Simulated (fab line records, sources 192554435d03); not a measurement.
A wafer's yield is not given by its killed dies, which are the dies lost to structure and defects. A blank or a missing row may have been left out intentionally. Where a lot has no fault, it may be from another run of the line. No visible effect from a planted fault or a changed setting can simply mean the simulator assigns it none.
Chamber matching / flow n5-finfet / cvd-co-01 running N5_BEOL_M0_CO_CAP_123: 3 sister chambers
The step material Co, precursor CCTBA/H2, target thk 2 nm, time 102.1 s. 33 wafers are shown with their chamber, then 12 later ones without.

== WAFERS PAIRED WITH THEIR CHAMBERS ==
wafer=L074.2; chamber=1; heater-power-w (W)=253; susceptor-temp-C (C)=199.95
wafer=L074.3; chamber=2; heater-power-w (W)=214; susceptor-temp-C (C)=199.92
wafer=L074.5; chamber=2; heater-power-w (W)=209; susceptor-temp-C (C)=200.13
wafer=L077.4; chamber=2; heater-power-w (W)=215; susceptor-temp-C (C)=200.01
wafer=L077.5; chamber=0; heater-power-w (W)=220; susceptor-temp-C (C)=199.92
wafer=L077.6; chamber=1; heater-power-w (W)=243; susceptor-temp-C (C)=199.90
wafer=L078.1; chamber=0; heater-power-w (W)=219; susceptor-temp-C (C)=199.92
wafer=L078.2; chamber=2; heater-power-w (W)=216; susceptor-temp-C (C)=200.06
wafer=L078.6; chamber=1; heater-power-w (W)=251; susceptor-temp-C (C)=199.86
wafer=L079.3; chamber=2; heater-power-w (W)=213; susceptor-temp-C (C)=199.96
wafer=L079.5; chamber=2; heater-power-w (W)=213; susceptor-temp-C (C)=200.01
wafer=L079.6; chamber=1; heater-power-w (W)=250; susceptor-temp-C (C)=200.06
wafer=L080.3; chamber=1; heater-power-w (W)=248; susceptor-temp-C (C)=200.24
wafer=L080.4; chamber=0; heater-power-w (W)=218; susceptor-temp-C (C)=200.06
wafer=L080.6; chamber=2; heater-power-w (W)=214; susceptor-temp-C (C)=200.13
wafer=L082.2; chamber=2; heater-power-w (W)=219; susceptor-temp-C (C)=199.61
wafer=L082.4; chamber=2; heater-power-w (W)=217; susceptor-temp-C (C)=199.69
wafer=L082.5; chamber=1; heater-power-w (W)=251; susceptor-temp-C (C)=199.93
wafer=L083.2; chamber=2; heater-power-w (W)=215; susceptor-temp-C (C)=199.90
wafer=L083.5; chamber=1; heater-power-w (W)=253; susceptor-temp-C (C)=199.92
wafer=L083.6; chamber=2; heater-power-w (W)=216; susceptor-temp-C (C)=200.01
wafer=L084.1; chamber=2; heater-power-w (W)=216; susceptor-temp-C (C)=199.97
wafer=L084.3; chamber=1; heater-power-w (W)=249; susceptor-temp-C (C)=199.63
wafer=L084.4; chamber=2; heater-power-w (W)=214; susceptor-temp-C (C)=200.04
wafer=L085.1; chamber=1; heater-power-w (W)=255; susceptor-temp-C (C)=199.86
wafer=L085.2; chamber=2; heater-power-w (W)=222; susceptor-temp-C (C)=200.34
wafer=L085.5; chamber=2; heater-power-w (W)=215; susceptor-temp-C (C)=199.95
wafer=L087.2; chamber=1; heater-power-w (W)=250; susceptor-temp-C (C)=200.25
wafer=L087.5; chamber=0; heater-power-w (W)=217; susceptor-temp-C (C)=200.06
wafer=L087.6; chamber=1; heater-power-w (W)=254; susceptor-temp-C (C)=200.01
wafer=L092.3; chamber=2; heater-power-w (W)=218; susceptor-temp-C (C)=199.92
wafer=L092.4; chamber=2; heater-power-w (W)=216; susceptor-temp-C (C)=200.01
wafer=L092.5; chamber=1; heater-power-w (W)=253; susceptor-temp-C (C)=200.09

SIGNATURES (means of the wafers above)
reading=heater-power-w; chamber 0=218.50; chamber 1=250.83; chamber 2=215.41; scatter within a chamber=2.87
reading=susceptor-temp-C; chamber 0=199.9900; chamber 1=199.9750; chamber 2=199.9800; scatter within a chamber=0.16
Rule: for each reading, subtract the chamber's mean from the wafer's reading, divide by that reading's scatter and square the result; add these up over the readings and take the root, which gives the wafer's distance from the chamber. If the next closest chamber is less than 2 further off than the closest, the wafer can't be placed; otherwise it belongs to the closest. How the scatter is found: for the shown wafers, subtract from each reading the mean of its chamber, square and add these, divide the total by (wafers less chambers), then take the root.

== WAFERS WITHOUT THEIR CHAMBER ==
wafer=L094.2; heater-power-w (W)=219; susceptor-temp-C (C)=200.17
wafer=L094.3; heater-power-w (W)=251; susceptor-temp-C (C)=199.71
wafer=L094.5; heater-power-w (W)=221; susceptor-temp-C (C)=199.64
wafer=L095.1; heater-power-w (W)=248; susceptor-temp-C (C)=200.04
wafer=L095.4; heater-power-w (W)=218; susceptor-temp-C (C)=199.83
wafer=L095.5; heater-power-w (W)=216; susceptor-temp-C (C)=200.10
wafer=L096.1; heater-power-w (W)=210; susceptor-temp-C (C)=200.03
wafer=L096.4; heater-power-w (W)=218; susceptor-temp-C (C)=199.98
wafer=L096.6; heater-power-w (W)=215; susceptor-temp-C (C)=199.95
wafer=L097.1; heater-power-w (W)=250; susceptor-temp-C (C)=200.10
wafer=L097.4; heater-power-w (W)=221; susceptor-temp-C (C)=200.15
wafer=L097.6; heater-power-w (W)=249; susceptor-temp-C (C)=200.07

== CHAMBER TAKEN BY EACH ==
wafer=L094.2; from the rows above=can't be placed: 0 or 2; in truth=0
wafer=L094.3; from the rows above=1; in truth=1
wafer=L094.5; from the rows above=can't be placed: 0 or 2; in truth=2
wafer=L095.1; from the rows above=1; in truth=1
wafer=L095.4; from the rows above=can't be placed: 0 or 2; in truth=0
wafer=L095.5; from the rows above=can't be placed: 2 or 0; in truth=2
wafer=L096.1; from the rows above=can't be placed: 2 or 0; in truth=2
wafer=L096.4; from the rows above=can't be placed: 0 or 2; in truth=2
wafer=L096.6; from the rows above=can't be placed: 2 or 0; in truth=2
wafer=L097.1; from the rows above=1; in truth=1
wafer=L097.4; from the rows above=can't be placed: 0 or 2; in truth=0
wafer=L097.6; from the rows above=1; in truth=1
Correct placement for 4 of the 12. From these rows, 8 cannot be placed; in 8 the true chamber is one of the candidates. Wrongly placed: 0.
